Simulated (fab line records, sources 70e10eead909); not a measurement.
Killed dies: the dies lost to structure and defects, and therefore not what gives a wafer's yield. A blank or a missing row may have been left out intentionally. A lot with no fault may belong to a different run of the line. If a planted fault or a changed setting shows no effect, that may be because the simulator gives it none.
Matching of chambers ; flow nand_harc ; NHARC_A_WL_FILL_CMP_12 on cmp-03 has 4 sister chambers
The step polishes, t overpolish 30 s, target thk 75 nm. 20 wafers are shown with their chamber, then 10 later ones without.

WAFERS, EACH WITH ITS CHAMBER
wafer;chamber;motor_current_A (A);time_to_endpoint_s (s);overpolish_run_s (s)
L074.1;0;11.6;14.0;30.008
L074.2;2;11.5;14.4;30.001
L074.5;1;13.3;13.9;30.005
L076.3;3;14.1;13.8;29.997
L076.4;0;11.9;17.6;30.009
L076.5;0;11.4;17.8;29.993
L082.1;0;11.8;15.0;30.006
L082.2;1;12.8;10.3;30.012
L082.4;2;11.6;13.3;30.012
L084.4;3;14.0;17.0;29.998
L084.5;3;15.4;14.7;29.998
L084.6;2;10.7;13.9;29.993
L085.1;1;13.4;13.0;29.995
L085.4;0;12.0;15.1;30.001
L085.5;0;11.9;17.9;30.011
L086.1;3;14.3;16.6;29.993
L086.3;0;12.0;14.2;29.992
L086.5;2;11.6;13.7;30.002
L089.1;2;11.2;11.3;29.996
L089.2;1;13.0;10.6;30.003

SIGNATURES, as means of the wafers listed above
reading;chamber 0;chamber 1;chamber 2;chamber 3;scatter within a chamber
motor_current_A;11.800;13.125;11.320;14.450;0.385
time_to_endpoint_s;15.943;11.950;13.320;15.525;1.59
overpolish_run_s;30.00286;30.00375;30.00080;29.99650;0.00677
Rule: for a wafer and a chamber, the distance is found by dividing, reading by reading, the gap between the wafer's reading and the chamber's mean by the reading's scatter, squaring, summing and taking the root. If the next closest chamber is less than 2 further off than the closest, the wafer can't be placed; otherwise it belongs to the closest. The scatter: the root of (the sum of the squares of (reading less its chamber's mean) over the shown wafers, divided by (wafers less chambers)).

WAFERS WITH NO CHAMBER GIVEN
wafer;motor_current_A (A);time_to_endpoint_s (s);overpolish_run_s (s)
L089.6;14.2;13.0;30.004
L096.1;14.2;16.6;30.018
L096.2;11.6;15.2;29.994
L096.3;11.5;16.4;29.993
L095.3;11.9;13.6;29.988
L095.5;12.5;12.3;29.990
L095.6;11.9;15.3;30.014
L097.3;11.2;12.5;30.010
L097.4;13.7;12.4;29.999
L097.6;11.5;15.9;30.006

CHAMBER TAKEN BY EACH
wafer;from the rows above;in truth
L089.6;can't be placed: 3 or 1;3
L096.1;can't be placed: 3 or 1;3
L096.2;can't be placed: 0 or 2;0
L096.3;can't be placed: 0 or 2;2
L095.3;can't be placed: 2 or 0 or 1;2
L095.5;can't be placed: 1 or 0 or 2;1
L095.6;can't be placed: 0 or 2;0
L097.3;can't be placed: 2 or 0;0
L097.4;can't be placed: 1 or 3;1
L097.6;can't be placed: 0 or 2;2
Correctly placed: 0 of 10. Not placeable from these rows: 10 (in 10, the candidates include the true chamber). Number placed wrongly: 0.
